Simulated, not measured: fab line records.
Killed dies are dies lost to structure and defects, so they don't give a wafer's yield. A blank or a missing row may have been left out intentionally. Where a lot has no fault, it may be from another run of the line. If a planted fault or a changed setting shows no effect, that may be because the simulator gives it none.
Comparing a struck lot with a sound one | flow nand_harc | 33 out of 1302 route steps
Sound: these wafers, L626.1, L626.4, L626.5. Struck: wafer L638.6 (left out: L638.1, L638.3 of the same lot, which were not struck); the cause appears at the end.
At each step with rows: each side's tool, then ch and its chambers, then its first start. Under that, the readings that differ: sound wafers | struck wafers | difference of the means | sigmas: that difference in standard deviations of wafers without a fault.
alike: same words and numbers on both sides, and readings whose means sit less than 2 such deviations apart. not compared: any withheld reading, any reading some wafer has no value for, any bound like >300 that may hide the same value, and any number with overlapping values for which the record gives no deviation.
Wherever a step has rows on one side only, a row that says differs or no value, or a row with sigmas, the two part there. Numbers that don't overlap but have no deviation are shown without sigmas and don't part them. Lack of a reading on every wafer of one side parts them only where that side has two or more wafers.

first, 9 steps without rows for these wafers: NHARC_P_CONTACT_STRIP_28 (strips in O2); NHARC_P_CONTACT_STRIP_29 (strips in post etch residue remover, time 1200 s); NHARC_P_CONTACT_DEGAS_38 (time 60 s); NHARC_P_CONTACT_PRE_CLEAN_39 (time 19.5 s); NHARC_P_CONTACT_PVD_32 (deposits Ti, target thk 5 nm, time 17.7 s); NHARC_P_CONTACT_ALD_22 (deposits TiN, target thk 3 nm, pulse time 1 s, ald cycles 150); NHARC_P_CONTACT_CVD_23 (deposits W, target thk 200 nm, time 557 s); NHARC_P_CONTACT_CMP_24 (polishes, t overpolish 30 s, target thk 200 nm); NHARC_P_CONTACT_SRD_26.
NHARC_P_M0_DEP_00: deposits SiOC, target thk 150 nm.
  sound on pecvd-02 ch 0,1,2, day 6 12:25; struck on pecvd-01 ch 0,2, day 11 08:01
then, 22 steps without rows for these wafers: NHARC_P_M0_DEHYDRATE_01 (time 120 s); NHARC_P_M0_HMDS_02 (time 30 s); NHARC_P_M0_COAT_33 (time 65 s); NHARC_P_M0_COAT_03 (resist thk 90 nm); NHARC_P_M0_SOFTBAKE_04 (time 55 s); NHARC_P_M0_EBR_05; NHARC_P_M0_EXPOSE_06 (exposes mask P M0, target cd 90 nm); NHARC_P_M0_PEB_07 (peb time 65 s); NHARC_P_M0_DEVELOP_08 (develop time 35 s); NHARC_P_M0_DESCUM_14 (chemistry O2, time 3 s); NHARC_P_M0_ETCH_34 (etches the open film in N2/H2, target depth 40 nm, overetch 12 nm, time 43.94 s); NHARC_P_M0_ETCH_15 (etches the open film in C4F8/Ar, target depth 150 nm, overetch 15 nm, time 82.5 s); NHARC_P_M0_STRIP_18 (strips in N2/H2); NHARC_P_M0_STRIP_19 (strips in post etch residue remover, time 600 s); NHARC_P_M0_DEGAS_28 (time 60 s); NHARC_P_M0_PRE_CLEAN_29 (time 30 s); NHARC_P_M0_PVD_20 (deposits TaN, target thk 5 nm, time 8.06 s); NHARC_P_M0_PVD_21 (deposits Cu, target thk 30 nm, time 20.49 s); NHARC_P_M0_ECD_22 (material Cu, target thk 400 nm); NHARC_P_M0_ANNEAL_30 (time 90 s); NHARC_P_M0_CMP_23 (polishes, t overpolish 20 s, target thk 117.54 nm); NHARC_P_M0_SRD_25.
-- jump in the record: it breaks off in module P_M0 and resumes in module END (first step shown: number 1302 of the route), and 18 days separate the struck wafers' starts before and after --
NHARC_END_SORT_01:
  only the struck wafers appear in the record here, on prober-02 ch 0 at day 29 10:56; the sound ones have no rows

== WHERE THEY PART ==
Only at NHARC_END_SORT_01, within this record.

WHY: what the simulator had put in
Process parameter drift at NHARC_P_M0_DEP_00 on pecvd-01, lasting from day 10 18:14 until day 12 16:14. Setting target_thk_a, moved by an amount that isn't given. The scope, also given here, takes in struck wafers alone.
